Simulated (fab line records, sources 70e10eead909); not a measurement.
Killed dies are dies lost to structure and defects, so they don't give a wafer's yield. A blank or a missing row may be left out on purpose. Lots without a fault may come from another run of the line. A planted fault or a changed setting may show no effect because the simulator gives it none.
Chamber matching | flow nand_harc | NHARC_A_STAIRCASE_TRIM_196 on rie_diel-11: 4 sister chambers
The step chemistry O2, time 211.2 s. 8 wafers are shown with their chamber, then 8 later ones without.

WAFERS WITH THEIR CHAMBER
wafer  | chamber | drypump_motor_current_A (A) | showerhead_plenum_p_Torr (Torr)
L074.2 | 0       | 4.7                         | 3.48
L077.2 | 0       | 4.7                         | 3.47
L078.3 | 1       | 4.9                         | 3.28
L078.4 | 3       | 5.5                         | 3.46
L081.1 | 1       | 4.9                         | 3.28
L081.3 | 2       | 6.0                         | 3.51
L081.5 | 3       | 5.5                         | 3.46
L093.2 | 2       | 5.9                         | 3.49

WAFERS WITHOUT THEIR CHAMBER
wafer  | drypump_motor_current_A (A) | showerhead_plenum_p_Torr (Torr)
L093.3 | 4.9                         | 3.79
L093.6 | 4.9                         | 3.79
L095.2 | 4.7                         | 3.44
L095.3 | 4.9                         | 3.79
L095.5 | 4.7                         | 3.44
L096.3 | 4.7                         | 3.44
L096.5 | 4.9                         | 3.79
L096.6 | 4.7                         | 3.44

WHICH CHAMBER EACH WENT THROUGH
wafer  | from the rows above | in truth
L093.3 | 0                   | 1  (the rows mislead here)
L093.6 | 0                   | 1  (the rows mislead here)
L095.2 | 0                   | 0
L095.3 | 0                   | 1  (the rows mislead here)
L095.5 | 0                   | 0
L096.3 | 0                   | 0
L096.5 | 0                   | 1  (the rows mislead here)
L096.6 | 0                   | 0
Placed correctly: 4 of 8. Can't be placed from these rows: 0. Placed wrongly: 4.
How it was worked out, from the rows above alone: a wafer's distance from a chamber is the root of the sum, over the readings, of the square of ((its reading less the chamber's mean) divided by the reading's scatter). The wafer belongs to the nearest chamber; if the next one is less than 2 further off, it can't be placed. A chamber's mean is the mean of its shown wafers. The scatter: the root of (the sum of the squares of (reading less its chamber's mean) over the shown wafers, divided by (wafers less chambers)).
